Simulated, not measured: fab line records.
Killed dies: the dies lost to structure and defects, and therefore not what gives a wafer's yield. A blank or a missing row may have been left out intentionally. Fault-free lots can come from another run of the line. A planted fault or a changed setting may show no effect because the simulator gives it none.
The tool behind it: which one? / flow n5Finfet / 72 wafers from 24 lots sampled at 4 of the route's 1938 steps

## WHAT THE GAUGES READ, wafer by wafer
N5_BEOL_M10_CD_MEAS_11 targets a cd of 64.1 nm.
lot=L074; measured=day 10 01:17; on=cdSem-02; cdNm (nm)=64.6 64.1 63.9
lot=L075; measured=day 10 09:44; on=cdSem-01; cdNm (nm)=63.5 63.5 64.0
lot=L077; measured=day 10 19:34; on=cdSem-01; cdNm (nm)=64.2 63.6 64.4
lot=L076; measured=day 10 21:04; on=cdSem-03; cdNm (nm)=64.1 63.9 64.0
lot=L078; measured=day 11 03:19; on=cdSem-01; cdNm (nm)=63.7 63.8 63.5
lot=L079; measured=day 11 04:10; on=cdSem-01; cdNm (nm)=63.4 64.0 64.3
lot=L080; measured=day 11 11:43; on=cdSem-03; cdNm (nm)=65.0 64.0 64.8
lot=L081; measured=day 11 15:17; on=cdSem-01; cdNm (nm)=64.1 64.3 64.5
lot=L083; measured=day 11 22:31; on=cdSem-01; cdNm (nm)=64.8 64.7 64.3
lot=L082; measured=day 11 23:05; on=cdSem-01; cdNm (nm)=64.6 64.1 64.5
lot=L084; measured=day 12 11:08; on=cdSem-02; cdNm (nm)=63.8 64.1 63.8
lot=L085; measured=day 12 21:20; on=cdSem-03; cdNm (nm)=63.7 63.8 63.9
lot=L086; measured=day 13 02:13; on=cdSem-01; cdNm (nm)=64.0 64.4 64.6
lot=L087; measured=day 13 07:36; on=cdSem-02; cdNm (nm)=64.8 64.7 65.6
lot=L089; measured=day 13 14:35; on=cdSem-02; cdNm (nm)=64.1 64.0 63.3
lot=L090; measured=day 13 21:23; on=cdSem-01; cdNm (nm)=63.9 64.5 63.5
lot=L088; measured=day 14 00:02; on=cdSem-01; cdNm (nm)=65.0 64.6 65.1
lot=L093; measured=day 14 06:44; on=cdSem-03; cdNm (nm)=64.7 64.8 64.4
lot=L091; measured=day 14 15:28; on=cdSem-01; cdNm (nm)=63.4 64.2 63.9
lot=L092; measured=day 14 19:13; on=cdSem-02; cdNm (nm)=64.0 64.1 65.0
lot=L094; measured=day 14 19:40; on=cdSem-02; cdNm (nm)=64.4 64.4 64.6
lot=L095; measured=day 15 02:56; on=cdSem-01; cdNm (nm)=64.7 63.8 63.9
lot=L096; measured=day 15 19:50; on=cdSem-02; cdNm (nm)=64.5 64.9 64.2
lot=L097; measured=day 16 07:50; on=cdSem-02; cdNm (nm)=63.5 64.4 63.8

N5_BEOL_M11_THK_MEAS_01.
lot=L074; measured=day 10 09:34; on=filmMetro-01; M11_ILD_THK (nm)=261 262 263
lot=L075; measured=day 10 17:05; on=filmMetro-01; M11_ILD_THK (nm)=267 267 273
lot=L077; measured=day 11 01:53; on=filmMetro-02; M11_ILD_THK (nm)=263 268 267
lot=L076; measured=day 11 02:44; on=filmMetro-01; M11_ILD_THK (nm)=270 264 274
lot=L078; measured=day 11 10:17; on=filmMetro-01; M11_ILD_THK (nm)=268 270 269
lot=L079; measured=day 11 11:13; on=filmMetro-02; M11_ILD_THK (nm)=267 270 267
lot=L080; measured=day 11 19:47; on=filmMetro-02; M11_ILD_THK (nm)=262 269 269
lot=L081; measured=day 12 00:08; on=filmMetro-01; M11_ILD_THK (nm)=264 266 269
lot=L083; measured=day 12 04:44; on=filmMetro-01; M11_ILD_THK (nm)=263 262 263
lot=L082; measured=day 12 04:31; on=filmMetro-01; M11_ILD_THK (nm)=266 271 270
lot=L084; measured=day 12 18:35; on=filmMetro-02; M11_ILD_THK (nm)=259 266 265
lot=L085; measured=day 13 06:38; on=filmMetro-02; M11_ILD_THK (nm)=265 266 270
lot=L086; measured=day 13 09:01; on=filmMetro-02; M11_ILD_THK (nm)=260 262 269
lot=L087; measured=day 13 12:49; on=filmMetro-02; M11_ILD_THK (nm)=266 265 273
lot=L089; measured=day 13 21:31; on=filmMetro-02; M11_ILD_THK (nm)=264 269 267
lot=L090; measured=day 14 01:59; on=filmMetro-02; M11_ILD_THK (nm)=264 265 265
lot=L088; measured=day 14 04:55; on=filmMetro-02; M11_ILD_THK (nm)=266 269 266
lot=L093; measured=day 14 14:25; on=filmMetro-01; M11_ILD_THK (nm)=263 265 267
lot=L091; measured=day 14 22:52; on=filmMetro-01; M11_ILD_THK (nm)=261 266 266
lot=L092; measured=day 15 03:00; on=filmMetro-02; M11_ILD_THK (nm)=266 263 268
lot=L094; measured=day 15 02:54; on=filmMetro-02; M11_ILD_THK (nm)=265 266 269
lot=L095; measured=day 15 07:32; on=filmMetro-01; M11_ILD_THK (nm)=265 271 271
lot=L096; measured=day 16 01:59; on=filmMetro-02; M11_ILD_THK (nm)=262 266 266
lot=L097; measured=day 16 13:49; on=filmMetro-02; M11_ILD_THK (nm)=269 265 271

## TOOL THAT RAN EACH LOT (tool first, then ch and the chambers of the sampled wafers, then the start)
lot=L074; N5_BEOL_M10_DEP_56=pecvd-03 ch 0,1,2, day 10 08:50; N5_BEOL_M11_ILD_DEP_00=pecvd-02 ch 0,1,2, day 10 08:59
lot=L075; N5_BEOL_M10_DEP_56=pecvd-02 ch 0,1,2, day 10 16:22; N5_BEOL_M11_ILD_DEP_00=pecvd-03 ch 0,1,2, day 10 16:30
lot=L077; N5_BEOL_M10_DEP_56=pecvd-02 ch 0,1, day 11 01:09; N5_BEOL_M11_ILD_DEP_00=pecvd-03 ch 0,1, day 11 01:17
lot=L076; N5_BEOL_M10_DEP_56=pecvd-02 ch 0,1,2, day 11 01:49; N5_BEOL_M11_ILD_DEP_00=pecvd-03 ch 1,2, day 11 01:57
lot=L078; N5_BEOL_M10_DEP_56=pecvd-02 ch 0,1,2, day 11 09:34; N5_BEOL_M11_ILD_DEP_00=pecvd-03 ch 0,2, day 11 09:41
lot=L079; N5_BEOL_M10_DEP_56=pecvd-03 ch 0,2, day 11 10:28; N5_BEOL_M11_ILD_DEP_00=pecvd-03 ch 0,2, day 11 10:36
lot=L080; N5_BEOL_M10_DEP_56=pecvd-02 ch 0,1,2, day 11 19:03; N5_BEOL_M11_ILD_DEP_00=pecvd-01 ch 0,1, day 11 19:11
lot=L081; N5_BEOL_M10_DEP_56=pecvd-02 ch 0,1, day 11 23:24; N5_BEOL_M11_ILD_DEP_00=pecvd-03 ch 0,2, day 11 23:32
lot=L083; N5_BEOL_M10_DEP_56=pecvd-04 ch 1,2, day 12 03:30; N5_BEOL_M11_ILD_DEP_00=pecvd-02 ch 0,1,2, day 12 03:40
lot=L082; N5_BEOL_M10_DEP_56=pecvd-04 ch 1,2, day 12 03:47; N5_BEOL_M11_ILD_DEP_00=pecvd-01 ch 0,2, day 12 03:56
lot=L084; N5_BEOL_M10_DEP_56=pecvd-03 ch 1,2, day 12 17:50; N5_BEOL_M11_ILD_DEP_00=pecvd-02 ch 0,1, day 12 17:58
lot=L085; N5_BEOL_M10_DEP_56=pecvd-02 ch 0, day 13 05:54; N5_BEOL_M11_ILD_DEP_00=pecvd-01 ch 0,1,2, day 13 06:03
lot=L086; N5_BEOL_M10_DEP_56=pecvd-02 ch 0,1, day 13 08:16; N5_BEOL_M11_ILD_DEP_00=pecvd-01 ch 0,1,2, day 13 08:25
lot=L087; N5_BEOL_M10_DEP_56=pecvd-04 ch 1, day 13 12:04; N5_BEOL_M11_ILD_DEP_00=pecvd-01 ch 0,1,2, day 13 12:13
lot=L089; N5_BEOL_M10_DEP_56=pecvd-03 ch 1,2, day 13 20:47; N5_BEOL_M11_ILD_DEP_00=pecvd-01 ch 0,1,2, day 13 20:56
lot=L090; N5_BEOL_M10_DEP_56=pecvd-04 ch 1,2, day 14 01:14; N5_BEOL_M11_ILD_DEP_00=pecvd-01 ch 0,1, day 14 01:23
lot=L088; N5_BEOL_M10_DEP_56=pecvd-04 ch 1, day 14 04:10; N5_BEOL_M11_ILD_DEP_00=pecvd-02 ch 0,1,2, day 14 04:20
lot=L093; N5_BEOL_M10_DEP_56=pecvd-04 ch 1,2, day 14 13:13; N5_BEOL_M11_ILD_DEP_00=pecvd-03 ch 1,2, day 14 13:20
lot=L091; N5_BEOL_M10_DEP_56=pecvd-03 ch 0,1,2, day 14 22:08; N5_BEOL_M11_ILD_DEP_00=pecvd-03 ch 0,1,2, day 14 22:16
lot=L092; N5_BEOL_M10_DEP_56=pecvd-03 ch 0,2, day 15 02:16; N5_BEOL_M11_ILD_DEP_00=pecvd-03 ch 1,2, day 15 02:25
lot=L094; N5_BEOL_M10_DEP_56=pecvd-02 ch 0,1, day 15 02:11; N5_BEOL_M11_ILD_DEP_00=pecvd-02 ch 1,2, day 15 02:19
lot=L095; N5_BEOL_M10_DEP_56=pecvd-02 ch 0,1,2, day 15 06:48; N5_BEOL_M11_ILD_DEP_00=pecvd-03 ch 0,1,2, day 15 06:56
lot=L096; N5_BEOL_M10_DEP_56=pecvd-03 ch 0,1,2, day 16 00:47; N5_BEOL_M11_ILD_DEP_00=pecvd-01 ch 0,1,2, day 16 00:55
lot=L097; N5_BEOL_M10_DEP_56=pecvd-04 ch 0,1, day 16 13:05; N5_BEOL_M11_ILD_DEP_00=pecvd-01 ch 0,1,2, day 16 13:13
- N5_BEOL_M10_DEP_56: deposits SiCN from 3MS/NH3, target thk 15 nm, time 26.5 s.
- N5_BEOL_M11_ILD_DEP_00: deposits SiCOH lowk from DEMS/porogen, target thk 308.51 nm, time 58 s.

## AS READ BY THE TOOLS THEMSELVES (means over the sampled wafers that have a number; for cases with no such wafer, the mark the record gives instead)
N5_BEOL_M10_DEP_56.
lot=L074; tool=pecvd-03; showerheadPlenumPTorr (Torr)=3.660; throttleValvePct (%)=9.1
lot=L075; tool=pecvd-02; showerheadPlenumPTorr (Torr)=3.650; throttleValvePct (%)=8.6
lot=L077; tool=pecvd-02; showerheadPlenumPTorr (Torr)=3.645; throttleValvePct (%)=8.6
lot=L076; tool=pecvd-02; showerheadPlenumPTorr (Torr)=3.648; throttleValvePct (%)=8.5
lot=L078; tool=pecvd-02; showerheadPlenumPTorr (Torr)=3.653; throttleValvePct (%)=8.4
lot=L079; tool=pecvd-03; showerheadPlenumPTorr (Torr)=3.653; throttleValvePct (%)=9.3
lot=L080; tool=pecvd-02; showerheadPlenumPTorr (Torr)=3.659; throttleValvePct (%)=8.4
lot=L081; tool=pecvd-02; showerheadPlenumPTorr (Torr)=3.645; throttleValvePct (%)=8.5
lot=L083; tool=pecvd-04; showerheadPlenumPTorr (Torr)=3.656; throttleValvePct (%)=8.6
lot=L082; tool=pecvd-04; showerheadPlenumPTorr (Torr)=3.658; throttleValvePct (%)=8.6
lot=L084; tool=pecvd-03; showerheadPlenumPTorr (Torr)=3.666; throttleValvePct (%)=9.0
lot=L085; tool=pecvd-02; showerheadPlenumPTorr (Torr)=3.654; throttleValvePct (%)=8.6
lot=L086; tool=pecvd-02; showerheadPlenumPTorr (Torr)=3.650; throttleValvePct (%)=8.5
lot=L087; tool=pecvd-04; showerheadPlenumPTorr (Torr)=3.637; throttleValvePct (%)=9.1
lot=L089; tool=pecvd-03; showerheadPlenumPTorr (Torr)=3.667; throttleValvePct (%)=9.0
lot=L090; tool=pecvd-04; showerheadPlenumPTorr (Torr)=3.658; throttleValvePct (%)=8.7
lot=L088; tool=pecvd-04; showerheadPlenumPTorr (Torr)=3.645; throttleValvePct (%)=9.0
lot=L093; tool=pecvd-04; showerheadPlenumPTorr (Torr)=3.672; throttleValvePct (%)=8.3
lot=L091; tool=pecvd-03; showerheadPlenumPTorr (Torr)=3.660; throttleValvePct (%)=9.4
lot=L092; tool=pecvd-03; showerheadPlenumPTorr (Torr)=3.658; throttleValvePct (%)=9.6
lot=L094; tool=pecvd-02; showerheadPlenumPTorr (Torr)=3.654; throttleValvePct (%)=8.7
lot=L095; tool=pecvd-02; showerheadPlenumPTorr (Torr)=3.657; throttleValvePct (%)=8.3
lot=L096; tool=pecvd-03; showerheadPlenumPTorr (Torr)=3.660; throttleValvePct (%)=9.1
lot=L097; tool=pecvd-04; showerheadPlenumPTorr (Torr)=3.649; throttleValvePct (%)=9.0

N5_BEOL_M11_ILD_DEP_00.
lot=L074; tool=pecvd-02; heaterPowerW (W)=328; showerheadPlenumPTorr (Torr)=5.735; throttleValvePct (%)=12.8
lot=L075; tool=pecvd-03; heaterPowerW (W)=349; showerheadPlenumPTorr (Torr)=5.726; throttleValvePct (%)=13.9
lot=L077; tool=pecvd-03; heaterPowerW (W)=339; showerheadPlenumPTorr (Torr)=5.736; throttleValvePct (%)=14.4
lot=L076; tool=pecvd-03; heaterPowerW (W)=363; showerheadPlenumPTorr (Torr)=5.733; throttleValvePct (%)=13.5
lot=L078; tool=pecvd-03; heaterPowerW (W)=383; showerheadPlenumPTorr (Torr)=5.716; throttleValvePct (%)=14.1
lot=L079; tool=pecvd-03; heaterPowerW (W)=402; showerheadPlenumPTorr (Torr)=5.721; throttleValvePct (%)=13.9
lot=L080; tool=pecvd-01; heaterPowerW (W)=358; showerheadPlenumPTorr (Torr)=5.737; throttleValvePct (%)=14.4
lot=L081; tool=pecvd-03; heaterPowerW (W)=386; showerheadPlenumPTorr (Torr)=5.728; throttleValvePct (%)=14.5
lot=L083; tool=pecvd-02; heaterPowerW (W)=335; showerheadPlenumPTorr (Torr)=5.733; throttleValvePct (%)=12.9
lot=L082; tool=pecvd-01; heaterPowerW (W)=383; showerheadPlenumPTorr (Torr)=5.756; throttleValvePct (%)=14.0
lot=L084; tool=pecvd-02; heaterPowerW (W)=308; showerheadPlenumPTorr (Torr)=5.714; throttleValvePct (%)=13.2
lot=L085; tool=pecvd-01; heaterPowerW (W)=378; showerheadPlenumPTorr (Torr)=5.746; throttleValvePct (%)=13.9
lot=L086; tool=pecvd-01; heaterPowerW (W)=371; showerheadPlenumPTorr (Torr)=5.748; throttleValvePct (%)=14.0
lot=L087; tool=pecvd-01; heaterPowerW (W)=354; showerheadPlenumPTorr (Torr)=5.736; throttleValvePct (%)=13.9
lot=L089; tool=pecvd-01; heaterPowerW (W)=385; showerheadPlenumPTorr (Torr)=5.748; throttleValvePct (%)=14.0
lot=L090; tool=pecvd-01; heaterPowerW (W)=321; showerheadPlenumPTorr (Torr)=5.741; throttleValvePct (%)=13.9
lot=L088; tool=pecvd-02; heaterPowerW (W)=301; showerheadPlenumPTorr (Torr)=5.722; throttleValvePct (%)=12.9
lot=L093; tool=pecvd-03; heaterPowerW (W)=339; showerheadPlenumPTorr (Torr)=5.746; throttleValvePct (%)=13.6
lot=L091; tool=pecvd-03; heaterPowerW (W)=341; showerheadPlenumPTorr (Torr)=5.736; throttleValvePct (%)=14.2
lot=L092; tool=pecvd-03; heaterPowerW (W)=325; showerheadPlenumPTorr (Torr)=5.744; throttleValvePct (%)=13.8
lot=L094; tool=pecvd-02; heaterPowerW (W)=320; showerheadPlenumPTorr (Torr)=5.726; throttleValvePct (%)=12.9
lot=L095; tool=pecvd-03; heaterPowerW (W)=365; showerheadPlenumPTorr (Torr)=5.741; throttleValvePct (%)=14.1
lot=L096; tool=pecvd-01; heaterPowerW (W)=389; showerheadPlenumPTorr (Torr)=5.740; throttleValvePct (%)=14.1
lot=L097; tool=pecvd-01; heaterPowerW (W)=352; showerheadPlenumPTorr (Torr)=5.753; throttleValvePct (%)=14.0

## THE ANSWER, worked out from the rows above alone
Rule: what is usual is taken from the lots themselves. Put in order of their means at a reading, lots are off if they are a third of the lots or fewer, leave a main group of 4 or more, and stand apart from it by a gap of 3 or more times the standard deviation of the main group's means; of several such gaps the widest counts. If all means in a main group match to the digits the tables above print for the reading, that group is not used. A lot without any number at a reading at which 4 lots or more have one is off too. Any other lot the step has rows for is counted as sound. Order of review: gauges by route order, followed by the tools' own readings, for which a lot's mean as printed above is used. The first step at which some lot is off is used, and at that step the reading that is off furthest; a lot without a number counts as furthest.
No lot is off at any reading shown: from this, nothing can be told.

## WHAT WAS PUT IN BY THE SIMULATOR
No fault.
